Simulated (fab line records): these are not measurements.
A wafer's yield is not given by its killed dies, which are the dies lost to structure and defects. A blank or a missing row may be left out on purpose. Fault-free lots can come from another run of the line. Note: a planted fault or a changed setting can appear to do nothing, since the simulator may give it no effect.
Problem report in the 8D (eight disciplines) form, filled by code / flow nand-harc / the parts of the form that need people (team, actions taken, sign-off) are left out

1. THE PROBLEM
At NHARC_P_BONDPAD_EXPOSE_06, exposure-dose-mJ-cm2 averages 38.82 over 6 wafers from 2 lots, while fault-free wafers read 37.03, standard deviation 0.04. Measured from the usual mean, that is +45 standard deviations.
The step: exposes mask P BPAD.
Earliest sighting: wafer L938.1 on krf-scanner-02 at day 10 10:37. Wafers with a number at this step in the record: 39, from 13 lots. Rule for "out" (also "out of limits"): further than 4 standard deviations from the usual mean. All remaining wafers that have a number are taken as sound.

2. WHAT IT IS AND WHAT IT IS NOT
question=which readings at this step | is=exposure-dose-mJ-cm2 | is not=-
question=which lots | is=L938, L941 | is not=L924, L925, L926, L927, L929, L930, L931, L932, L933, L944, L945
question=which wafers of those lots | is=all that have a number | is not=-
question=read on which tools | is=krf-scanner-02 | is not=krf-scanner-01, krf-scanner-04
question=when | is=from day 10 10:37 | is not=up to then (27 sound wafers); but 6 sound wafers of L944, L945 came after

3. SUSPECTS, AND WHAT RULES EACH OUT
Counting: a tool at a process step up to the reading stays a suspect if it ran every lot that is out and no sound lot after the first of them.
- krf-scanner-02 at NHARC_P_BONDPAD_EXPOSE_06 (exposes mask P BPAD): kept. Every lot that is out went through it, starting with L938 (day 10 10:37), and after that it ran no sound lot; the last sound lot it ran before then is L933 (day 8 21:16). On those wafers its own readings are out: exposure-dose-mJ-cm2.
The count leaves krf-scanner-02 at NHARC_P_BONDPAD_EXPOSE_06.

4. THE CAUSE (what the simulator had put in)
Drift in process parameters on krf-scanner-02 at NHARC_P_BONDPAD_EXPOSE_06, starting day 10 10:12. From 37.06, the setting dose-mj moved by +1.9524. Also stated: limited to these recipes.
After counting, this tool was the only one left.

5. SEQUENCE OF EFFECTS, ordered by route
One row per reading whose mean, taken over the struck wafers that have a number, lies over 3 standard deviations from the usual. Readings are gone through only where the record gives a usual standard deviation; hours: the median, over the lots, of the time from a lot's start at the first step in this table giving one to that lot's start at this step; sigmas: the change measured in usual standard deviations.
hours=0; step=NHARC_P_BONDPAD_EXPOSE_06; reading=exposure-dose-mJ-cm2; usual=37.03; on struck wafers=38.82; change=+1.79; sigmas=+45
The process steps in it:
- NHARC_P_BONDPAD_EXPOSE_06: exposes mask P BPAD.
Later steps that measure or inspect, where all struck wafers having a row at the step show a number for every such reading and not one has moved that far: NHARC_P_BONDPAD_CD_MEAS_09.

6. WHAT WOULD HAVE CAUGHT IT SOONER
0 hours passed between the start of the fault at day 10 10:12 and the first reading out of limits in this record, taken at day 10 10:37.
